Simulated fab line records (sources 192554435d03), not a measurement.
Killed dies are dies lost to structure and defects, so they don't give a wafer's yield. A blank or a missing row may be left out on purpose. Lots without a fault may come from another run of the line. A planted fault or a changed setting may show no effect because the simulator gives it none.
Split-lot study    flow n5-finfet    on a route of 1938 steps: 7 lots, 21 wafers read

## THE SPLIT
At N5_BEOL_M11_TRENCH_ETCH_37 (etches SiCOH lowk in C4F6/O2, target depth 148.83 nm, time 48 s), the setting source-w was moved away from the recipe's 345 W on 9 of the 21 wafers read, by -15.2% to +8.0%. For the rest of the wafers, this setting stayed at what the recipe calls for.

The reading comes from the split's own step.

## THE READING
rf-vpp-V, in V, at N5_BEOL_M11_TRENCH_ETCH_37 (etches SiCOH lowk in C4F6/O2, target depth 148.83 nm, time 48 s). A value of 666 V with a standard deviation of 9 V is what fault-free wafers of this fab line usually give.

wafer   tool, chamber at the split  source-w as run, W  against the recipe  rf-vpp-V, V  against lot-mates on the recipe
L074.1  rie-diel-06, 1              306.1               -11.3%              690          +18
L074.4  rie-diel-06, 0              345                 recipe              672          -
L074.6  rie-diel-06, 2              306.1               -11.3%              702          +30
L078.1  rie-diel-06, 2              372.7               +8.0%               634          -37
L078.2  rie-diel-06, 0              345                 recipe              671          -
L078.5  rie-diel-06, 1              372.7               +8.0%               625          -46
L081.1  rie-diel-04, 0              314.8               -8.8%               716          +40
L081.4  rie-diel-04, 2              345                 recipe              670          -
L081.6  rie-diel-04, 0              345                 recipe              683          -
L084.2  rie-diel-03, 1              345                 recipe              655          -
L084.3  rie-diel-03, 0              345                 recipe              674          -
L084.6  rie-diel-03, 3              345                 recipe              668          -
L083.1  rie-diel-04, 3              292.6               -15.2%              721          +49
L083.2  rie-diel-04, 0              292.6               -15.2%              743          +71
L083.4  rie-diel-04, 2              345                 recipe              672          -
L093.3  rie-diel-03, 3              345                 recipe              670          -
L093.4  rie-diel-03, 2              345                 recipe              662          -
L093.6  rie-diel-03, 3              314                 -9.0%               702          +36
L094.1  rie-diel-04, 0              345                 recipe              684          -
L094.5  rie-diel-04, 2              345                 recipe              671          -
L094.6  rie-diel-04, 1              312.6               -9.4%               698          +20

FIT RESULTS
A straight line over all 21 wafers: rf-vpp-V changes by -3.83 V for each +1% of source-w; r = -0.93; the points scatter about the line by 10 V.
The same after taking each lot's own level away (the mean of its wafers on the recipe; 21 wafers): -3.73 V for each +1%; r = -0.94; scatter 9.7 V.
That fit puts the effect of the largest move of source-w on the reading at 57 V.
From 665.7 to 677.5 V: that is the span of the lots' own levels, equal to 1.3 times the standard deviation above.
So the lot-to-lot level changes the slope little: the two slopes agree.
Check: +55.3 V against its lot-mates is what the line predicts for one of the wafers moved furthest among these (-15.2%) when that wafer is left out of the fit. Against them it came out at +49 V.
Tool readings at the split's step, against how far the setting was moved: rf-vpp-V r = -0.93.

## OTHER SPLITS ON THESE WAFERS
Before the reading, these wafers also passed through other splits. Each is held against what the fit with the lots' levels taken away leaves over:
other split on the same wafers      wafers away from the commonest value  r with rf-vpp-V (lot level and that fit taken away)
N5_BEOL_M7_EXPOSE_25 dose-mj        7                                     +0.19
N5_BEOL_M7_VIA_ETCH_34 bias-w       5                                     -0.41
N5_BEOL_M7_TRENCH_ETCH_37 source-w  10                                    -0.04
N5_BEOL_M9_COAT_22 spin-rpm         6                                     -0.24
N5_BEOL_M10_COAT_22 spin-rpm        7                                     -0.23
N5_BEOL_M10_EXPOSE_25 dose-mj       4                                     +0.27

## THE FILE'S OWN FIT
rf-vpp-V changes by -3.58 V for each +1% of source-w, r = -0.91.
